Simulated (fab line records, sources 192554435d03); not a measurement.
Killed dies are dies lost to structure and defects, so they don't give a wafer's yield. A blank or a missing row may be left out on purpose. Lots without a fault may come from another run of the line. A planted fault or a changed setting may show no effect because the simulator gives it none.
Problem report in the 8D (eight disciplines) form, filled by code | flow n5_finfet | the parts of the form that need people (team, actions taken, sign-off) are left out

1. THE PROBLEM
rf_fwd_power_W at N5_MOL_CONTACT_COAG_ETCH_124 reads a mean of 298.1 W on 6 wafers of 2 lots; wafers without a fault read 391.2 W with a standard deviation of 1.7. That is -55 standard deviations from the usual mean.
The step: etches SiNx in CH3F/O2, stops on SiOC, target depth 6.5 nm.
First seen on wafer L176.2, day 9 10:27, on rie_diel-04. The record holds 18 wafers of 6 lots with a number at this step. Rule for "out", or "out of limits": more than 4 standard deviations from the usual mean. The other wafers with a number count as sound.

2. WHAT IT IS AND WHAT IT IS NOT
question                    | is                       | is not
which readings at this step | rf_fwd_power_W, rf_vpp_V | O2_flow_sccm, drypump_motor_current_A, oes_product_au, showerhead_plenum_p_Torr, throttle_valve_pct
which lots                  | L176, L178               | L161, L164, L168, L169
which wafers of those lots  | all that have a number   | -
read on which tools         | rie_diel-04              | rie_diel-03
when                        | from day 9 10:27         | up to then (12 sound wafers)

3. SUSPECTS, AND WHAT RULES EACH OUT
Counting: a tool at a process step up to the reading stays a suspect if it ran every lot that is out and no sound lot after the first of them.
- rie_diel-04 at N5_MOL_CONTACT_COAG_ETCHBACK_134 (etches SiO2 in CHF3, target depth 10 nm, time 6.7 s): kept. It ran every lot that is out, first L176 (day 9 10:16), and no sound lot after that; its last sound lot up to then is L161 (day 5 20:10).
- rie_diel-04 at N5_MOL_CONTACT_COAG_ETCH_67 (etches SOC in N2/H2, target depth 60 nm, overetch 21 nm, time 101.2 s): kept. It ran every lot that is out, first L176 (day 9 10:18), and no sound lot after that; its last sound lot up to then is L161 (day 5 20:12).
- rie_diel-04 at N5_MOL_CONTACT_COAG_ETCHBACK_136 (etches SiO2 in CHF3, target depth 25 nm, time 16.7 s): kept. It ran every lot that is out, first L176 (day 9 10:23), and no sound lot after that; its last sound lot up to then is L161 (day 5 20:17).
- rie_diel-04 at N5_MOL_CONTACT_COAG_ETCH_124 (etches SiNx in CH3F/O2, stops on SiOC, target depth 6.5 nm): kept. It ran every lot that is out, first L176 (day 9 10:27), and no sound lot after that; its last sound lot up to then is L161 (day 5 20:21). Its own readings are out on those wafers: rf_fwd_power_W, rf_vpp_V.
Left after counting: rie_diel-04 at N5_MOL_CONTACT_COAG_ETCHBACK_134, rie_diel-04 at N5_MOL_CONTACT_COAG_ETCH_67, rie_diel-04 at N5_MOL_CONTACT_COAG_ETCHBACK_136, rie_diel-04 at N5_MOL_CONTACT_COAG_ETCH_124.

4. THE CAUSE (what the simulator had put in)
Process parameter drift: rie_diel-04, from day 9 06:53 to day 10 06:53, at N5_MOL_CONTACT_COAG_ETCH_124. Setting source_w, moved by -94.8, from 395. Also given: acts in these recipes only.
Counting left 4 suspects, and this tool is among them.

5. THE CHAIN OF EFFECTS, in route order
Each row: a reading whose mean over the struck wafers that have a number lies more than 3 standard deviations from the usual. Only readings for which the record gives a usual standard deviation are gone through. hours: the time from each lot's start at the first step in this table that gives one to its start at this step, as a median over the lots. sigmas: the change in usual standard deviations.
hours | step                         | reading        | usual   | on struck wafers | change | sigmas
0     | N5_MOL_CONTACT_COAG_ETCH_124 | rf_fwd_power_W | 391.2 W | 298.1            | -93.1  | -55
0     | N5_MOL_CONTACT_COAG_ETCH_124 | rf_vpp_V       | 293 V   | 333              | +40    | +6.3
The process steps in it:
- N5_MOL_CONTACT_COAG_ETCH_124: etches SiNx in CH3F/O2, stops on SiOC, target depth 6.5 nm.
Later measuring or inspecting steps at which every struck wafer that the step has a row for has a number for every such reading, and none has moved that far: N5_BEOL_M4_RC_MEAS_101.

6. WHAT WOULD HAVE CAUGHT IT SOONER
In this record the first reading out of limits was taken at day 9 10:27, 4 hours after the fault began at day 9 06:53.
